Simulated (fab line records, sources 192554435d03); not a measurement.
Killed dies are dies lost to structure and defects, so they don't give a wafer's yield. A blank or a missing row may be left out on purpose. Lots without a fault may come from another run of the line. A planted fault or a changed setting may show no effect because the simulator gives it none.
Chamber matching | flow n5_finfet | N5_SPACER0_ALD_08 on ald_sin-03: 4 sister chambers
The step deposits SiNx, target thk 2 nm. 8 wafers are shown with their chamber, then 10 later ones without.

WAFERS WITH THEIR CHAMBER
wafer  | chamber | heater_power_w (W)
L078.5 | 0       | 919
L083.3 | 2       | 943
L083.6 | 3       | 733
L085.4 | 1       | 715
L085.5 | 1       | 749
L085.6 | 2       | 975
L086.1 | 3       | 748
L086.3 | 0       | 914

WAFERS WITHOUT THEIR CHAMBER
wafer  | heater_power_w (W)
L086.4 | 736
L088.1 | 915
L088.2 | 748
L088.6 | 762
L092.1 | 739
L092.2 | 930
L092.6 | 917
L096.1 | 965
L096.2 | 748
L096.5 | 903

WHICH CHAMBER EACH WENT THROUGH
wafer  | from the rows above     | in truth
L086.4 | can't be placed: 1 or 3 | 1
L088.1 | 0                       | 0
L088.2 | can't be placed: 3 or 1 | 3
L088.6 | can't be placed: 3 or 1 | 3
L092.1 | can't be placed: 3 or 1 | 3
L092.2 | can't be placed: 0 or 2 | 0
L092.6 | 0                       | 0
L096.1 | 2                       | 2
L096.2 | can't be placed: 3 or 1 | 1
L096.5 | 0                       | 0
Placed correctly: 4 of 10. Can't be placed from these rows: 6 (the true chamber is among the candidates in 6). Placed wrongly: 0.
How it was worked out, from the rows above alone: a wafer's distance from a chamber is the root of the sum, over the readings, of the square of ((its reading less the chamber's mean) divided by the reading's scatter). The wafer belongs to the nearest chamber; if the next one is less than 2 further off, it can't be placed. A chamber's mean is the mean of its shown wafers. The scatter: the root of (the sum of the squares of (reading less its chamber's mean) over the shown wafers, divided by (wafers less chambers)).
